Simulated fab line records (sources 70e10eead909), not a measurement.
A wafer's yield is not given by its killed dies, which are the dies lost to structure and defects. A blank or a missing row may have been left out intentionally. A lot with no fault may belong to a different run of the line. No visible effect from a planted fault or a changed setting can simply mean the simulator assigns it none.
fab line records	flow nand-harc
record: lots: 13	wafers: 39	last-day: 24
route steps=1159 shown P_M0@277 P_M1@290 END@1159
lots that met no fault: taken from a fault-free run of the same line
start-h: the number of hours between the record's first day and the start of the first shown wafer of the lot	wait-h: hours elapsed since this lot's preceding step	" unchanged from the row above	L1.1+2: one row covering several wafers at once	- either no value or no given start	* or withheld: withheld	< > ~ a bound
route shown NAME@n: NAME is a module with steps in the file, n the number in the route of the first one	usual: average and standard deviation across the fault-free wafers	same: alike in all rows	chamber/n: place in a boat	sites: each site's reading	_std_site: their standard deviation	_edge_site: mean of outer sites minus mean of inner sites	radius-mm: for every site, how far away it sits from the centre of the wafer	mask NAME#n: copy n	behind: tool/chamber where the wafer was last shaped	hold: the reason the lot was held/the length of the hold in hours/how it ended	device: transistor that didn't switch, given as n, p or np	end of line: tests run on the same wafers once the route is complete	a step given without rows: its recipe and nothing more	killed: dies that structure and defects cost at the first sort, which is not the same as the wafer's yield	map: the dies of a wafer, with x for killed, . for not killed, _ for no die there
set.NAME: setting as actually run; set.NAME@STEP: the setting as run at that earlier step	model.NAME: the simulator's own value behind a step, which no gauge read
steps of the route over a sample of lots; a table a step, a row a wafer
services: when a tool's chamber went out of use (start-h, in hours from the record's first day, below 0 if earlier), for how many hours, and the reason
== steps ==
step: NHARC_P_M0_ANNEAL_30
recipe: temp-c: 225	time-s: 90
usual: wafer_temp_C_max: 225.95/0.25
lot.wafer	tool	chamber	start-h	wait-h	wafer_temp_C_max
L350.1	rtp-anneal-02	0	118.12	0.4	226.00
L350.3	"	0	"	"	226.20
L350.4	"	0	"	"	226.01
L351.3	rtp-anneal-01	0	135.23	-	225.78
L351.5	"	0	"	"	226.17
L351.6	"	0	"	"	226.14
L355.2	rtp-anneal-02	0	160.94	-	226.47
L355.3	"	0	"	"	226.07
L355.4	"	0	"	"	226.27
L356.1	rtp-anneal-02	0	161.41	-	226.21
L356.2	"	0	"	"	226.17
L356.4	"	0	"	"	226.19
L357.2	rtp-anneal-01	0	166.00	-	225.59
L357.3	"	0	"	"	226.18
L357.4	"	0	"	"	225.81
L358.1	rtp-anneal-02	0	174.66	-	225.68
L358.2	"	0	"	"	225.88
L358.4	"	0	"	"	225.91
L359.2	rtp-anneal-02	0	180.21	-	225.91
L359.4	"	0	"	"	226.22
L359.5	"	0	"	"	226.02
L364.2	rtp-anneal-01	0	206.15	0.3	225.66
L364.3	"	0	"	"	225.88
L364.4	"	0	"	"	225.44
L367.1	rtp-anneal-01	0	227.41	-	225.96
L367.2	"	0	"	"	225.95
L367.6	"	0	"	"	225.87
L366.3	rtp-anneal-02	0	227.96	0.3	226.04
L366.4	"	0	"	"	225.81
L366.5	"	0	"	"	226.06
L368.3	rtp-anneal-01	0	229.63	-	225.95
L368.4	"	0	"	"	225.75
L368.5	"	0	"	"	226.29
L370.1	rtp-anneal-02	0	244.38	-	225.73
L370.4	"	0	"	"	225.85
L370.6	"	0	"	"	225.66
L371.1	rtp-anneal-02	0	248.34	-	225.70
L371.3	"	0	"	"	225.33
L371.4	"	0	"	"	225.88
step: NHARC_P_M0_PRE_CLEAN_31
recipe: time-s: 12	temp-c: 370	rf-power-w: 300	gas: NH3
usual: heater-power-outer-w: 349/51	heater-power-w: 610/76
lot.wafer	tool	chamber	start-h	wait-h	heater-power-outer-w	heater-power-w
L350.3	pecvd-02	2	119.02	0.1	291	545
L350.1	"	0	"	"	355	615
L350.4	"	2	"	"	293	545
L351.3	pecvd-01	1	136.01	0.1	475	721
L351.6	"	1	"	"	449	739
L351.5	"	2	"	"	280	477
L355.2	pecvd-03	0	161.77	0.1	412	702
L355.3	"	1	"	"	369	723
L355.4	"	2	"	"	297	502
L356.1	pecvd-03	0	162.38	0.2	352	612
L356.2	"	1	"	"	363	688
L356.4	"	2	"	"	260	470
L357.2	pecvd-02	2	166.92	0.1	316	577
L357.3	"	0	"	"	340	597
L357.4	"	2	"	"	317	612
L358.1	pecvd-03	2	175.54	0.1	314	535
L358.2	"	1	"	"	340	657
L358.4	"	0	"	"	407	704
L359.2	pecvd-01	2	181.05	0.1	320	520
L359.4	"	2	"	"	312	535
L359.5	"	1	"	"	456	702
L364.3	pecvd-01	2	206.98	0.1	293	501
L364.2	"	1	"	"	383	615
L364.4	"	0	"	"	435	680
L367.1	pecvd-02	0	228.31	0.1	334	581
L367.2	"	1	"	"	360	653
L367.6	"	2	"	"	338	612
L366.3	pecvd-01	0	228.74	0.1	376	601
L366.5	"	1	"	"	486	738
L366.4	"	2	"	"	311	521
L368.3	pecvd-02	2	230.42	0.1	296	580
L368.5	"	2	"	"	300	573
L368.4	"	0	"	"	309	541
L370.1	pecvd-02	1	245.28	0.1	401	732
L370.4	"	0	"	"	319	576
L370.6	"	2	"	"	282	530
L371.1	pecvd-03	2	249.49	0.3	314	529
L371.3	"	0	"	"	419	670
L371.4	"	1	"	"	367	694
step: NHARC_P_M1_SOFTBAKE_04
recipe: temp-c: 105	time-s: 55
usual: exhaust-pa: 44.9/0.76	heater-power-total-W: 188.46/0.14	plate-temp-C: 105.00/0.14
lot.wafer	tool	chamber	start-h	wait-h	exhaust-pa	heater-power-total-W	plate-temp-C
L350.1	litho-track-04	0	119	-	44.3	188.35	104.82
L350.3	"	0	"	"	44.4	188.30	104.79
L350.4	"	0	"	"	43.7	188.76	105.14
L351.3	litho-track-04	0	136	-	44.1	188.56	104.91
L351.5	"	0	"	"	44.4	188.57	104.95
L351.6	"	0	"	"	44.7	188.36	105.05
L355.2	litho-track-04	0	162	-	43.9	188.40	104.80
L355.3	"	0	"	"	44.1	188.31	104.81
L355.4	"	0	"	"	45.4	188.72	104.91
L356.1	litho-track-04	0	163	-	45.3	188.54	105.01
L356.2	"	0	"	"	46.1	188.37	105.21
L356.4	"	0	"	"	44.6	188.41	105.06
L357.2	litho-track-01	0	167	-	45.9	188.49	105.06
L357.3	"	0	"	"	45.6	188.62	105.16
L357.4	"	0	"	"	45.1	188.48	104.96
L358.1	litho-track-04	0	176	-	45.2	188.39	105.08
L358.2	"	0	"	"	44.2	188.71	105.06
L358.4	"	0	"	"	44.9	188.44	104.96
L359.2	litho-track-01	0	181	-	45.8	188.45	104.85
L359.4	"	0	"	"	44.2	188.59	104.99
L359.5	"	0	"	"	44.5	188.49	105.01
L364.2	litho-track-04	0	207	-	45.0	174.72	99.34
L364.3	"	0	"	"	45.5	174.85	99.46
L364.4	"	0	"	"	45.0	174.81	99.30
L367.1	litho-track-04	0	229	-	46.0	174.79	99.31
L367.2	"	0	"	"	44.9	174.77	99.50
L367.6	"	0	"	"	44.3	174.60	99.39
L366.3	litho-track-06	0	229	-	44.3	188.67	104.99
L366.4	"	0	"	"	45.7	188.31	105.01
L366.5	"	0	"	"	44.6	188.36	105.01
L368.3	litho-track-04	0	231	-	45.6	174.91	99.33
L368.4	"	0	"	"	45.1	174.84	99.35
L368.5	"	0	"	"	45.4	174.77	99.23
L370.1	litho-track-06	0	246	-	45.2	188.44	105.26
L370.4	"	0	"	"	45.7	188.39	104.93
L370.6	"	0	"	"	45.6	188.45	105.06
L371.1	litho-track-06	0	250	-	45.4	188.43	105.18
L371.3	"	0	"	"	45.9	188.48	105.12
L371.4	"	0	"	"	45.0	188.44	104.90
step: NHARC_P_M1_INSPECT_11
usual: raw-defect-count: 4.2/2.5
lot.wafer	tool	chamber	start-h	wait-h	raw-defect-count
L350.1	defect-inspect-01	-	120.34	0.0	3
L350.3	"	-	"	"	3
L350.4	"	-	"	"	7
L351.3	defect-inspect-02	-	137.37	0.0	10
L351.5	"	-	"	"	7
L351.6	"	-	"	"	4
L355.2	defect-inspect-02	-	163.21	0.0	2
L355.3	"	-	"	"	8
L355.4	"	-	"	"	3
L356.1	defect-inspect-01	-	163.80	0.0	6
L356.2	"	-	"	"	0
L356.4	"	-	"	"	7
L357.2	defect-inspect-01	-	168.47	0.0	4
L357.3	"	-	"	"	3
L357.4	"	-	"	"	3
L358.1	defect-inspect-02	-	176.98	0.0	4
L358.2	"	-	"	"	2
L358.4	"	-	"	"	3
L359.2	defect-inspect-02	-	182.48	0.0	7
L359.4	"	-	"	"	3
L359.5	"	-	"	"	4
L364.2	defect-inspect-02	-	208.31	0.0	5
L364.3	"	-	"	"	2
L364.4	"	-	"	"	1
L367.1	defect-inspect-01	-	229.82	0.0	2
L367.2	"	-	"	"	4
L367.6	"	-	"	"	0
L366.3	defect-inspect-02	-	230.17	0.0	6
L366.4	"	-	"	"	2
L366.5	"	-	"	"	6
L368.3	defect-inspect-02	-	231.86	0.0	7
L368.4	"	-	"	"	6
L368.5	"	-	"	"	10
L370.1	defect-inspect-01	-	246.70	0.0	7
L370.4	"	-	"	"	8
L370.6	"	-	"	"	8
L371.1	defect-inspect-02	-	251.09	0.0	2
L371.3	"	-	"	"	4
L371.4	"	-	"	"	2
step: NHARC_END_SORT_01
recipe: temp-c: 25
usual: defect-limited-yield: 95.4/1.4	killed-at-array: 27/10	killed-at-other: 0.6/1	killed-at-periphery: 3.4/2.7	killed-dies: 31/9.7	killed-open: 3.4/1.7	killed-short: 2.2/1.5	sort_bin_2_pct: 1.4/0.57	sort_bin_3_pct: 0.25/0.23	sort_bin_4_pct: 3.0/0.94	sort-n-pass: 646/9.7	sort-rim-yield-pct: 95.3/3	sort-yield-pct: 95.4/1.4
same: gross-dies: 677	sort_bin_5_pct[%]: 0	sort_bin_6_pct[%]: 0	sort_bin_7_pct[%]: 0	sort_bin_8_pct[%]: 0	sort-rim-n-gross: 106.00
lot.wafer	tool	chamber	start-h	wait-h	defect-limited-yield[%]	killed-at-array	killed-at-other	killed-at-periphery	killed-dies	killed-open	killed-short	sort_bin_2_pct[%]	sort_bin_3_pct[%]	sort_bin_4_pct[%]	sort-n-pass	sort-rim-yield-pct[%]	sort-yield-pct[%]
L350.1	prober-01	0	450.38	2.5	95.3	29	1	2	32	3	4	1.8	0.44	2.5	645	95.3	95.3
L350.3	prober-01	0	451.99	3.1	95.1	29	0	4	33	1	6	1.5	0.74	2.7	644	98.1	95.1
L350.4	prober-01	0	452.79	3.4	95.1	28	0	5	33	4	2	1.5	0.44	3.0	644	90.6	95.1
L351.3	prober-01	0	459.75	3.1	96.0	16	1	10	27	4	3	1.2	0.15	2.7	650	95.3	96.0
L351.5	prober-01	0	461.33	3.7	95.7	20	3	6	29	4	3	0.9	0.15	3.2	648	97.2	95.7
L351.6	prober-01	0	462.12	4.0	96.6	17	1	5	23	2	4	0.7	0.44	2.2	654	98.1	96.6
L356.1	prober-02	0	473.88	2.5	98.4	8	1	2	11	3	0	0.6	0	1.0	666	100.0	98.4
L356.2	prober-02	0	474.69	2.8	97.3	17	0	1	18	3	5	0.7	0	1.9	659	99.1	97.3
L356.4	prober-02	0	476.30	3.4	96.6	18	0	5	23	8	5	1.0	0	2.4	654	98.1	96.6
L355.2	prober-01	0	474.52	2.8	94.1	39	0	1	40	2	4	1.0	0.74	4.1	637	96.2	94.1
L355.3	prober-01	0	475.32	3.1	94.7	31	0	5	36	5	1	1.8	0.15	3.4	641	97.2	94.7
L355.4	prober-01	0	476.13	3.4	94.4	34	1	3	38	3	4	1.5	0.15	4.0	639	91.5	94.4
L358.1	prober-02	0	494.06	2.5	94.7	32	2	2	36	3	1	1.6	0	3.7	641	93.4	94.7
L358.2	prober-02	0	494.85	2.8	95.3	27	1	4	32	1	3	2.1	0.15	2.5	645	98.1	95.3
L358.4	prober-02	0	496.42	3.4	95.3	29	2	1	32	5	1	1.5	0.30	3.0	645	97.2	95.3
L357.2	prober-01	0	494.85	2.8	96.2	19	3	4	26	6	4	0.6	0.59	2.7	651	96.2	96.2
L357.3	prober-01	0	495.66	3.1	97.6	12	0	4	16	5	2	0.6	0	1.8	661	99.1	97.6
L357.4	prober-01	0	496.48	3.5	97.6	13	1	2	16	2	1	1.2	0.30	0.9	661	98.1	97.6
L359.2	prober-01	0	511.18	2.8	97.3	11	3	4	18	2	2	1.2	0	1.5	659	99.1	97.3
L359.4	prober-01	0	512.79	3.4	96.9	12	4	5	21	3	3	0.6	0.30	2.2	656	98.1	96.9
L359.5	prober-01	0	513.59	3.7	96.5	18	0	6	24	7	2	0.7	0	2.8	653	98.1	96.5
L364.2	prober-01	0	541.44	2.8	96.9	19	0	2	21	1	1	1.2	0.15	1.8	656	92.5	96.9
L364.3	prober-01	0	542.25	3.1	94.4	35	0	3	38	4	0	1.8	0.30	3.5	639	93.4	94.4
L364.4	prober-01	0	543.06	3.4	96.5	22	0	2	24	2	2	1.0	0.15	2.4	653	93.4	96.5
L367.1	prober-01	0	554.90	2.5	93.4	45	0	0	45	2	3	1.9	0.15	4.6	632	88.7	93.4
L367.2	prober-01	0	555.72	2.8	94.1	40	0	0	40	1	1	1.6	0.44	3.8	637	97.2	94.1
L367.6	prober-01	0	558.96	4.1	92.9	48	0	0	48	6	0	3.0	0.44	3.7	629	95.3	92.9
L368.3	prober-02	0	556.54	3.1	96.2	17	0	9	26	2	6	0.9	0.15	2.8	651	97.2	96.2
L368.4	prober-02	0	557.35	3.4	95.7	25	0	4	29	5	3	1.5	0.15	2.7	648	97.2	95.7
L368.5	prober-02	0	558.17	3.8	95.4	21	1	9	31	2	1	1.3	0.30	3.0	646	99.1	95.4
L366.3	prober-01	0	572.28	3.1	92.0	52	0	2	54	5	6	2.2	0.30	5.5	623	91.5	92.0
L366.4	prober-01	0	573.07	3.4	93.9	39	1	1	41	1	3	2.1	0.59	3.4	636	93.4	93.9
L366.5	prober-01	0	573.86	3.7	92.0	52	0	2	54	2	4	2.5	0.44	5.0	623	95.3	92.0
L371.1	prober-02	0	574.79	2.5	91.3	52	1	6	59	4	1	2.1	0.74	5.9	618	84.9	91.3
L371.3	prober-02	0	576.40	3.1	91.9	49	2	4	55	6	3	2.5	1.03	4.6	622	91.5	91.9
L371.4	prober-02	0	577.21	3.4	92.8	42	1	6	49	5	0	2.8	0.44	4.0	628	90.6	92.8
L370.1	prober-01	0	578.44	2.5	96.8	16	0	6	22	3	3	1.2	0	2.1	655	95.3	96.8
L370.4	prober-01	0	580.86	3.4	95.9	22	0	6	28	6	2	1.0	0.15	3.0	649	93.4	95.9
L370.6	prober-01	0	582.48	4.0	96.9	16	1	4	21	2	1	1.0	0	2.1	656	97.2	96.9
killed by level:class
L350.1 A_CHANNEL_HOLE_D1:chamber-film-flake=11 A_SLIT:chamber-film-flake=8 A_WL_FILL:geometric-particle:short=4 A_STAIRCASE:chamber-film-flake=3 P_GATE:geometric-particle:open=1 P_CONTACT:geometric-particle:open=1 A_SOURCE_PLATE:geometric-particle:open=1 A_WL_FILL:chamber-film-flake=1
L350.3 A_CHANNEL_HOLE_D1:chamber-film-flake=13 A_SLIT:chamber-film-flake=7 A_WL_FILL:geometric-particle:short=3 A_STAIRCASE:chamber-film-flake=2 A_WL_FILL:chamber-film-flake=2 P_GATE:geometric-particle:short=1 P_M2:geometric-particle:open=1 A_ONON_D1:geometric-particle:short=1
L350.4 A_CHANNEL_HOLE_D1:chamber-film-flake=12 A_SLIT:chamber-film-flake=9 A_STAIRCASE:chamber-film-flake=2 A_WL_FILL:chamber-film-flake=2 P_STI:geometric-particle:open=1 P_M0:geometric-particle:open=1 P_M0:geometric-particle:short=1 P_M1:geometric-particle:open=1
L351.3 A_STAIRCASE:chamber-film-flake=6 A_CHANNEL_HOLE_D1:chamber-film-flake=3 P_GATE:chamber-film-flake=2 P_CONTACT:chamber-film-flake=2 A_SLIT:chamber-film-flake=2 A_CONTACT:chamber-film-flake=2 P_GATE:geometric-particle:open=1 P_CONTACT:geometric-particle:short=1
L351.5 A_STAIRCASE:chamber-film-flake=10 P_CONTACT:chamber-film-flake=3 A_CONTACT:chamber-film-flake=3 THIN_TSV:chamber-film-flake=3 A_WL_FILL:geometric-particle:short=2 A_CONTACT:geometric-particle:open=2 P_GATE:geometric-particle:short=1 P_M1:geometric-particle:open=1
L351.6 A_STAIRCASE:chamber-film-flake=6 A_SLIT:chamber-film-flake=5 P_CONTACT:chamber-film-flake=4 A_WL_FILL:geometric-particle:short=2 P_M0:geometric-particle:short=1 A_CHANNEL_FILL_D1:geometric-particle:short=1 A_CONTACT:geometric-particle:open=1 A_BLC:geometric-particle:open=1
L356.1 A_STAIRCASE:chamber-film-flake=4 A_WL_FILL:geometric-particle:open=1 A_BLC:geometric-particle:open=1 A_M0:geometric-particle:open=1 P_CONTACT:chamber-film-flake=1 P_M0:chamber-film-flake=1 A_WL_FILL:chamber-film-flake=1 THIN_TSV:chamber-film-flake=1
L355.2 A_CHANNEL_HOLE_D1:chamber-film-flake=12 A_SLIT:chamber-film-flake=9 A_STAIRCASE:chamber-film-flake=6 A_CONTACT:chamber-film-flake=4 A_CONTACT:geometric-particle:short=2 P_M0:geometric-particle:open=1 A_CHANNEL_FILL_D1:geometric-particle:short=1 A_CONTACT:geometric-particle:open=1
L356.2 A_CHANNEL_HOLE_D1:chamber-film-flake=4 A_ONON_D1:geometric-particle:short=3 A_M1:chamber-film-flake=2 A_SOURCE_PLATE:geometric-particle:open=1 A_SOURCE_PLATE:geometric-particle:short=1 A_CHANNEL_FILL_D1:geometric-particle:open=1 A_WL_FILL:geometric-particle:short=1 A_M0:geometric-particle:open=1
L355.3 A_CHANNEL_HOLE_D1:chamber-film-flake=16 A_SLIT:chamber-film-flake=5 A_CONTACT:chamber-film-flake=4 A_CONTACT:geometric-particle:open=2 P_STI:chamber-film-flake=2 P_CONTACT:geometric-particle:open=1 P_M0:geometric-particle:short=1 A_CHANNEL_FILL_D1:geometric-particle:open=1
L355.4 A_CHANNEL_HOLE_D1:chamber-film-flake=17 A_SLIT:chamber-film-flake=8 A_CONTACT:geometric-particle:short=2 A_STAIRCASE:chamber-film-flake=2 A_CONTACT:chamber-film-flake=2 P_M1:geometric-particle:open=1 A_SGD_CUT:geometric-particle:short=1 A_CONTACT:geometric-particle:open=1
L356.4 A_CHANNEL_HOLE_D1:chamber-film-flake=5 A_ONON_D1:geometric-particle:open=3 A_CHANNEL_FILL_D1:geometric-particle:short=2 P_ZERO_WELL:chamber-film-flake=2 P_M0:geometric-particle:open=1 P_M2:geometric-particle:open=1 A_SOURCE_PLATE:geometric-particle:open=1 A_ONON_D1:geometric-particle:short=1
L358.1 A_CHANNEL_HOLE_D1:chamber-film-flake=19 A_STAIRCASE:chamber-film-flake=5 A_CONTACT:chamber-film-flake=3 A_WL_FILL:chamber-film-flake=2 P_M0:geometric-particle:open=1 A_SGD_CUT:geometric-particle:open=1 A_WL_FILL:geometric-particle:short=1 A_CONTACT:geometric-particle:open=1
L358.2 A_CHANNEL_HOLE_D1:chamber-film-flake=18 A_STAIRCASE:chamber-film-flake=3 A_M0:geometric-particle:short=2 A_CONTACT:chamber-film-flake=2 P_CONTACT:geometric-particle:open=1 P_M0:geometric-particle:short=1 P_GATE:chamber-film-flake=1 P_STI:chamber-film-flake=1
L357.2 A_CHANNEL_HOLE_D1:chamber-film-flake=7 A_CONTACT:chamber-film-flake=3 A_STAIRCASE:chamber-film-flake=2 THIN_TSV:chamber-film-flake=2 P_CONTACT:geometric-particle:short=1 P_M0:geometric-particle:open=1 A_SOURCE_PLATE:geometric-particle:short=1 A_CHANNEL_FILL_D1:geometric-particle:open=1
L357.3 A_CHANNEL_HOLE_D1:chamber-film-flake=3 A_STAIRCASE:chamber-film-flake=3 P_CONTACT:geometric-particle:open=2 A_CONTACT:chamber-film-flake=2 P_GATE:geometric-particle:open=1 A_ONON_D1:geometric-particle:short=1 A_WL_FILL:geometric-particle:short=1 A_CONTACT:geometric-particle:open=1
L358.4 A_CHANNEL_HOLE_D1:chamber-film-flake=14 A_STAIRCASE:chamber-film-flake=4 A_BLC:geometric-particle:open=3 A_CONTACT:chamber-film-flake=2 THIN_TSV:chamber-film-flake=2 A_STAIRCASE:geometric-particle:short=1 A_WL_FILL:geometric-particle:open=1 A_M0:geometric-particle:open=1
L357.4 A_CHANNEL_HOLE_D1:chamber-film-flake=3 A_CONTACT:chamber-film-flake=3 A_M0:geometric-particle:open=2 P_M0:chamber-film-flake=2 A_STAIRCASE:chamber-film-flake=2 A_CHANNEL_HOLE_D1:geometric-particle:short=1 A_ZERO_WELL:chamber-film-flake=1 A_WL_FILL:chamber-film-flake=1
L359.2 A_CHANNEL_HOLE_D1:chamber-film-flake=4 P_ZERO_WELL:chamber-film-flake=3 A_CONTACT:chamber-film-flake=2 THIN_TSV:chamber-film-flake=2 P_CONTACT:geometric-particle:open=1 A_CHANNEL_FILL_D1:geometric-particle:short=1 A_BLC:geometric-particle:short=1 STARTING-WAFER:geometric-particle:open=1
L359.4 A_CHANNEL_HOLE_D1:chamber-film-flake=4 THIN_TSV:chamber-film-flake=4 P_ZERO_WELL:chamber-film-flake=2 P_M2:chamber-film-flake=2 A_CONTACT:chamber-film-flake=2 P_M2:geometric-particle:open=1 A_ONON_D1:geometric-particle:short=1 A_SGD_CUT:geometric-particle:short=1
L359.5 A_CHANNEL_HOLE_D1:chamber-film-flake=5 A_CONTACT:chamber-film-flake=4 P_CONTACT:geometric-particle:open=3 A_ONON_D1:geometric-particle:open=2 A_CHANNEL_FILL_D1:chamber-film-flake=2 A_ONON_D1:geometric-particle:short=1 A_WL_FILL:geometric-particle:short=1 A_CONTACT:geometric-particle:open=1
L364.2 A_SLIT:chamber-film-flake=13 A_CONTACT:chamber-film-flake=3 A_WL_FILL:geometric-particle:short=1 A_WL_FILL:geometric-particle:open=1 P_ZERO_WELL:chamber-film-flake=1 P_GATE:chamber-film-flake=1 A_CHANNEL_HOLE_D1:chamber-film-flake=1
L364.3 A_SLIT:chamber-film-flake=18 A_CHANNEL_HOLE_D1:chamber-film-flake=8 A_CONTACT:chamber-film-flake=5 P_M0:geometric-particle:open=2 A_ONON_D1:geometric-particle:open=1 A_CONTACT:geometric-particle:open=1 P_GATE:chamber-film-flake=1 A_CHANNEL_FILL_D1:chamber-film-flake=1
L364.4 A_SLIT:chamber-film-flake=15 A_CHANNEL_HOLE_D1:chamber-film-flake=4 P_CONTACT:geometric-particle:open=1 P_M2:geometric-particle:short=1 A_WL_FILL:geometric-particle:short=1 A_M0:geometric-particle:open=1 A_STAIRCASE:chamber-film-flake=1
L367.1 A_CHANNEL_HOLE_D1:chamber-film-flake=17 A_SLIT:chamber-film-flake=13 A_SGD_CUT:chamber-film-flake=5 A_CHANNEL_FILL_D1:chamber-film-flake=2 A_CONTACT:chamber-film-flake=2 A_ONON_D1:geometric-particle:short=1 A_CHANNEL_FILL_D1:geometric-particle:short=1 A_CONTACT:geometric-particle:short=1
L367.2 A_CHANNEL_HOLE_D1:chamber-film-flake=18 A_SLIT:chamber-film-flake=14 A_CONTACT:chamber-film-flake=3 A_SGD_CUT:chamber-film-flake=2 A_CONTACT:geometric-particle:open=1 A_M0:geometric-particle:short=1 A_STAIRCASE:chamber-film-flake=1
L368.3 A_CONTACT:chamber-film-flake=4 P_STI:chamber-film-flake=3 P_GATE:chamber-film-flake=3 A_STAIRCASE:chamber-film-flake=3 A_CHANNEL_HOLE_D1:chamber-film-flake=2 P_M1:geometric-particle:open=1 A_ONON_D1:geometric-particle:short=1 A_CHANNEL_FILL_D1:geometric-particle:short=1
L368.4 A_STAIRCASE:chamber-film-flake=6 A_CHANNEL_HOLE_D1:chamber-film-flake=5 A_CONTACT:chamber-film-flake=3 A_CHANNEL_HOLE_D1:geometric-particle:open=2 A_CHANNEL_FILL_D1:geometric-particle:open=2 A_CONTACT:geometric-particle:short=2 P_GATE:chamber-film-flake=2 A_SGD_CUT:chamber-film-flake=2
L368.5 A_CHANNEL_HOLE_D1:chamber-film-flake=9 P_STI:chamber-film-flake=6 A_STAIRCASE:chamber-film-flake=5 A_WL_FILL:geometric-particle:open=2 P_GATE:chamber-film-flake=2 A_CHANNEL_FILL_D1:chamber-film-flake=2 A_SGD_CUT:chamber-film-flake=2 P_GATE:geometric-particle:short=1
L367.6 A_CHANNEL_HOLE_D1:chamber-film-flake=22 A_SLIT:chamber-film-flake=18 A_CHANNEL_FILL_D1:geometric-particle:open=5 A_BLC:geometric-particle:open=1 A_STAIRCASE:chamber-film-flake=1 A_SGD_CUT:chamber-film-flake=1
L366.3 A_CHANNEL_HOLE_D1:chamber-film-flake=16 A_SLIT:chamber-film-flake=16 A_CONTACT:chamber-film-flake=5 A_BLC:geometric-particle:open=3 A_ONON_D1:geometric-particle:short=2 A_CHANNEL_FILL_D1:geometric-particle:short=2 A_CONTACT:geometric-particle:open=2 A_STAIRCASE:chamber-film-flake=2
L366.4 A_CHANNEL_HOLE_D1:chamber-film-flake=18 A_SLIT:chamber-film-flake=12 A_CONTACT:chamber-film-flake=4 A_CHANNEL_FILL_D1:geometric-particle:open=1 A_CHANNEL_FILL_D1:geometric-particle:short=1 A_M0:geometric-particle:short=1 STARTING-WAFER:geometric-particle:short=1 P_M1:chamber-film-flake=1
L366.5 A_CHANNEL_HOLE_D1:chamber-film-flake=24 A_CONTACT:chamber-film-flake=10 A_SLIT:chamber-film-flake=9 A_STAIRCASE:chamber-film-flake=2 A_ONON_D1:geometric-particle:short=1 A_CHANNEL_FILL_D1:geometric-particle:short=1 A_CHANNEL_FILL_D1:geometric-particle:open=1 A_STAIRCASE:geometric-particle:short=1
L371.1 A_CHANNEL_HOLE_D1:chamber-film-flake=21 A_SLIT:chamber-film-flake=14 A_CONTACT:chamber-film-flake=5 P_BONDPAD:chamber-film-flake=3 A_STAIRCASE:chamber-film-flake=3 A_WL_FILL:chamber-film-flake=3 A_CHANNEL_HOLE_D1:geometric-particle:open=2 P_M1:chamber-film-flake=2
L371.3 A_CHANNEL_HOLE_D1:chamber-film-flake=19 A_SLIT:chamber-film-flake=12 A_CONTACT:chamber-film-flake=5 A_M0:geometric-particle:open=3 A_CHANNEL_FILL_D1:chamber-film-flake=3 P_BONDPAD:chamber-film-flake=2 A_STAIRCASE:chamber-film-flake=2 P_CONTACT:geometric-particle:open=1
L371.4 A_CHANNEL_HOLE_D1:chamber-film-flake=18 A_SLIT:chamber-film-flake=17 P_M0:geometric-particle:open=3 P_M1:chamber-film-flake=3 A_CHANNEL_FILL_D1:chamber-film-flake=2 A_STAIRCASE:chamber-film-flake=2 A_CHANNEL_HOLE_D1:geometric-particle:open=1 A_CONTACT:geometric-particle:open=1
L370.1 A_CHANNEL_HOLE_D1:chamber-film-flake=6 A_CONTACT:chamber-film-flake=5 P_GATE:chamber-film-flake=4 A_ONON_D1:geometric-particle:short=2 A_ONON_D1:geometric-particle:open=2 P_M0:geometric-particle:open=1 P_M0:geometric-particle:short=1 A_STAIRCASE:chamber-film-flake=1
L370.4 A_CHANNEL_HOLE_D1:chamber-film-flake=7 P_GATE:chamber-film-flake=4 A_CONTACT:chamber-film-flake=2 A_STAIRCASE:chamber-film-flake=2 A_WL_FILL:chamber-film-flake=2 P_CONTACT:geometric-particle:short=1 A_ONON_D1:geometric-particle:short=1 A_ONON_D1:geometric-particle:open=1
L370.6 A_CHANNEL_HOLE_D1:chamber-film-flake=9 A_CONTACT:chamber-film-flake=5 P_ZERO_WELL:chamber-film-flake=2 P_M0:geometric-particle:open=1 A_CHANNEL_FILL_D1:geometric-particle:short=1 STARTING-WAFER:geometric-particle:open=1 P_M0:chamber-film-flake=1 A_STAIRCASE:chamber-film-flake=1
== services ==
tool	chamber	start-h	hours	kind
pecvd-03	-	111.58	13.0	pm
pecvd-03	0	111.58	13.0	vent-cycle
pecvd-03	1	111.58	13.0	vent-cycle
pecvd-03	2	111.58	13.0	vent-cycle
litho-track-06	-	117.00	7.0	pm
pecvd-03	0	124.58	-	clean
pecvd-03	1	124.58	-	clean
pecvd-03	2	124.58	-	clean
litho-track-04	-	141.00	7.0	pm
pecvd-02	-	153.00	13.0	pm
pecvd-02	0	153.00	13.0	vent-cycle
pecvd-02	1	153.00	13.0	vent-cycle
pecvd-02	2	153.00	13.0	vent-cycle
pecvd-01	1	164.34	4.4	repair
pecvd-02	0	166.00	-	clean
pecvd-02	1	166.00	-	clean
pecvd-02	2	166.00	-	clean
pecvd-02	-	191.04	1.7	repair
pecvd-01	-	208.96	1.6	repair
pecvd-01	-	237.25	13.0	pm
pecvd-01	0	237.25	13.0	vent-cycle
pecvd-01	1	237.25	13.0	vent-cycle
pecvd-01	2	237.25	13.0	vent-cycle
pecvd-01	0	250.25	-	clean
== key ==
first-sign: step: NHARC_P_M1_SOFTBAKE_04	reading: heater-power-total-W	direction: down	sigmas: 99+	usual: *	struck: *
effect: step: NHARC_P_M1_SOFTBAKE_04	reading: plate-temp-C	direction: down	sigmas: 40	usual: *	struck: *
met-at NHARC_P_M1_SOFTBAKE_04
struck-lots L364,L367,L368
loop-trim: step: NHARC_P_M1_EXPOSE_06	setting: dose	lots: L368
not-acting-at NHARC_P_M0_ANNEAL_30,NHARC_P_M0_PRE_CLEAN_31,NHARC_P_M1_INSPECT_11
onset-between 176 207
fault: kind: process-parameter-drift	tool: litho-track-04	chamber: -	onset-h: 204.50	steps: NHARC_P_M1_SOFTBAKE_04	channel: temp-c	offset: *	shape: step	end-h: 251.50	acts-in: *	stated: *
loop-trim: a control loop set the setting to another value than it would have without faults
